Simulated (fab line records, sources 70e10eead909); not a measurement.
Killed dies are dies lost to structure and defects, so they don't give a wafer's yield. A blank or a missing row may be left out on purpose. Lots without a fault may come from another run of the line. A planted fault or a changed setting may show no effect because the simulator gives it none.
Which tool did it? | flow nand_harc | 13 lots, 39 wafers sampled, at 6 steps of a route of 1302

WHAT THE GAUGES READ, wafer by wafer
NHARC_P_GATE_CD_MEAS_33. Usual: cd_nm 120 nm, standard deviation 3.4.
lot  | measured     | on        | cd_nm (nm)  | flag
L668 | day 5 06:23  | cd_sem-02 | 119 125 119 |
L669 | day 5 14:35  | cd_sem-01 | 124 123 127 |
L670 | day 5 19:40  | cd_sem-01 | 124 123 122 |
L671 | day 6 13:40  | cd_sem-03 | 127 121 122 |
L682 | day 10 23:34 | cd_sem-02 | 121 116 110 |
L683 | day 11 03:26 | cd_sem-02 | 116 116 114 |
L684 | day 11 19:24 | cd_sem-02 | 115 116 118 |
L685 | day 12 00:25 | cd_sem-02 | 118 115 119 |
L686 | day 12 16:57 | cd_sem-01 | 120 127 120 |
L688 | day 13 13:47 | cd_sem-02 | 123 122 125 |
L689 | day 13 18:22 | cd_sem-03 | 123 118 120 |
L690 | day 14 07:34 | cd_sem-03 | 117 126 115 |
L691 | day 14 22:20 | cd_sem-01 | 118 122 117 |

NHARC_P_GATE_CD_MEAS_91: target cd 2000 nm. Usual: cd_nm 2000.5 nm, standard deviation 2.8.
lot  | measured     | on        | cd_nm (nm)           | flag
L668 | day 5 20:48  | cd_sem-03 | 1999.2 1996.5 2001.8 |
L669 | day 6 05:14  | cd_sem-01 | 2001.7 1998.7 1999.2 |
L670 | day 6 09:59  | cd_sem-02 | 2001.3 1999.2 1996.0 |
L671 | day 7 04:07  | cd_sem-02 | 1889.9 1897.5 1893.4 | OFF
L682 | day 11 14:04 | cd_sem-03 | 2004.0 2002.1 2000.6 |
L683 | day 11 18:16 | cd_sem-02 | 1996.6 2001.8 1999.9 |
L684 | day 12 09:57 | cd_sem-02 | 2002.1 1996.8 2003.9 |
L685 | day 12 14:48 | cd_sem-02 | 2000.4 2002.1 2001.8 |
L686 | day 13 07:10 | cd_sem-01 | 2002.1 2003.0 2000.3 |
L688 | day 14 04:14 | cd_sem-03 | 1999.7 2002.2 1999.6 |
L689 | day 14 08:53 | cd_sem-01 | 1999.6 2000.6 2002.8 |
L690 | day 14 21:41 | cd_sem-01 | 1995.3 2003.5 2001.4 |
L691 | day 15 13:17 | cd_sem-02 | 1996.8 1998.9 2002.4 |

NHARC_END_SORT_01. Usual: killed_at_array 52, standard deviation 17; killed_at_other 1.2, standard deviation 1.4; killed_at_periphery 4.7, standard deviation 2.9; killed_dies 58, standard deviation 17; killed_open 3.2, standard deviation 1.9; killed_short 2.4, standard deviation 1.4.
lot  | measured     | on        | killed_at_array | killed_at_other | killed_at_periphery | killed_dies | killed_open | killed_short | flag
L671 | day 26 02:40 | prober-02 | 47              | 1               | 3                   | 51          | 3           | 4            |

WHICH TOOL RAN EACH LOT (tool, then ch and the chambers of the sampled wafers, then the start)
lot  | NHARC_P_GATE_EXPOSE_88            | NHARC_P_GATE_RTA_64              | NHARC_P_GATE_DEGAS_109
L668 | krf_scanner-02 ch 0, day 5 20:38  | rtp_anneal-02 ch 0, day 5 22:37  | pvd_sputter-03, day 5 22:56
L669 | krf_scanner-03 ch 0, day 6 05:05  | rtp_anneal-02 ch 0, day 6 07:11  | pvd_sputter-01, day 6 07:30
L670 | krf_scanner-03 ch 0, day 6 09:50  | rtp_anneal-02 ch 0, day 6 11:48  | pvd_sputter-01, day 6 12:10
L671 | krf_scanner-02 ch 0, day 7 03:58  | rtp_anneal-01 ch 0, day 7 05:55  | pvd_sputter-03, day 7 06:14
L682 | krf_scanner-02 ch 0, day 11 13:55 | rtp_anneal-02 ch 0, day 11 15:58 | pvd_sputter-03, day 11 16:17
L683 | krf_scanner-02 ch 0, day 11 18:07 | rtp_anneal-02 ch 0, day 11 20:15 | pvd_sputter-03, day 11 20:34
L684 | krf_scanner-04 ch 0, day 12 09:47 | rtp_anneal-02 ch 0, day 12 11:46 | pvd_sputter-01, day 12 12:05
L685 | krf_scanner-02 ch 0, day 12 14:39 | rtp_anneal-01 ch 0, day 12 16:37 | pvd_sputter-01, day 12 16:57
L686 | krf_scanner-02 ch 0, day 13 07:01 | rtp_anneal-01 ch 0, day 13 09:15 | pvd_sputter-02, day 13 09:33
L688 | krf_scanner-02 ch 0, day 14 04:05 | rtp_anneal-02 ch 0, day 14 06:08 | pvd_sputter-01, day 14 06:23
L689 | krf_scanner-03 ch 0, day 14 08:44 | rtp_anneal-02 ch 0, day 14 10:45 | pvd_sputter-03, day 14 11:02
L690 | krf_scanner-03 ch 0, day 14 21:32 | rtp_anneal-01 ch 0, day 14 23:33 | pvd_sputter-02, day 14 23:47
L691 | krf_scanner-02 ch 0, day 15 13:08 | rtp_anneal-02 ch 0, day 15 15:41 | pvd_sputter-01, day 15 15:59
- NHARC_P_GATE_EXPOSE_88: exposes mask P HVN, target cd 2000 nm.
- NHARC_P_GATE_RTA_64: time 1 s.
- NHARC_P_GATE_DEGAS_109: time 60 s.

WHAT THE TOOLS THEMSELVES READ (means of the sampled wafers that have a number; where no wafer has one, the mark that the record gives instead)
NHARC_P_GATE_RTA_64. Usual: anneal_temp_c_max 1053.2, standard deviation 0.7; lamp_power_pct 33.25 %, standard deviation 0.13; wafer_temp_C_max 1054.1, standard deviation 1.
lot  | tool          | anneal_temp_c_max | lamp_power_pct (%) | wafer_temp_C_max | flag
L668 | rtp_anneal-02 | 1053.6            | 33.17              | 1053.7           |
L669 | rtp_anneal-02 | 1053.1            | 33.15              | 1053.7           |
L670 | rtp_anneal-02 | 1053.0            | 33.14              | 1053.1           |
L671 | rtp_anneal-01 | 1053.5            | 33.39              | 1053.9           |
L682 | rtp_anneal-02 | 1052.8            | 33.19              | 1054.0           |
L683 | rtp_anneal-02 | 1053.0            | 33.17              | 1053.9           |
L684 | rtp_anneal-02 | 1053.2            | 33.14              | 1052.7           |
L685 | rtp_anneal-01 | 1053.4            | 33.42              | 1054.5           |
L686 | rtp_anneal-01 | 1053.5            | 33.37              | 1054.3           |
L688 | rtp_anneal-02 | 1052.9            | 33.19              | 1053.7           |
L689 | rtp_anneal-02 | 1052.6            | 33.11              | 1053.1           |
L690 | rtp_anneal-01 | 1054.2            | 33.46              | 1054.2           |
L691 | rtp_anneal-02 | 1052.3            | 33.15              | 1053.1           |

NHARC_P_GATE_DEGAS_109. Usual: heater_power_w 467 W, standard deviation 37.
lot  | tool           | heater_power_w (W) | flag
L668 | pvd_sputter-03 | 485                |
L669 | pvd_sputter-01 | 444                |
L670 | pvd_sputter-01 | 463                |
L671 | pvd_sputter-03 | 457                |
L682 | pvd_sputter-03 | 487                |
L683 | pvd_sputter-03 | 486                |
L684 | pvd_sputter-01 | 484                |
L685 | pvd_sputter-01 | 442                |
L686 | pvd_sputter-02 | 435                |
L688 | pvd_sputter-01 | 434                |
L689 | pvd_sputter-03 | 480                |
L690 | pvd_sputter-02 | 460                |
L691 | pvd_sputter-01 | 451                |

THE ANSWER, worked out from the rows above alone
Rule: a lot is off if the mean of its wafers that have a number lies more than 3 standard deviations from the usual mean. A lot without any number at a reading at which 4 lots or more have one is off too. The other lots that the step has rows for count as sound. The gauges are gone through in route order, then the tools' own readings, and for those a lot's mean is taken as printed above. The first step at which some lot is off is used, and at that step the reading that is off furthest; a lot without a number counts as furthest.
Off: L671, at NHARC_P_GATE_CD_MEAS_91 (cd_nm).
A tool fits if, at a process step before that reading, it ran every lot that is off, and no sound lot after the first of them. The gauges at NHARC_P_GATE_CD_MEAS_91 are tried like those tools. None of those tried fits.

WHAT THE SIMULATOR HAD PUT IN
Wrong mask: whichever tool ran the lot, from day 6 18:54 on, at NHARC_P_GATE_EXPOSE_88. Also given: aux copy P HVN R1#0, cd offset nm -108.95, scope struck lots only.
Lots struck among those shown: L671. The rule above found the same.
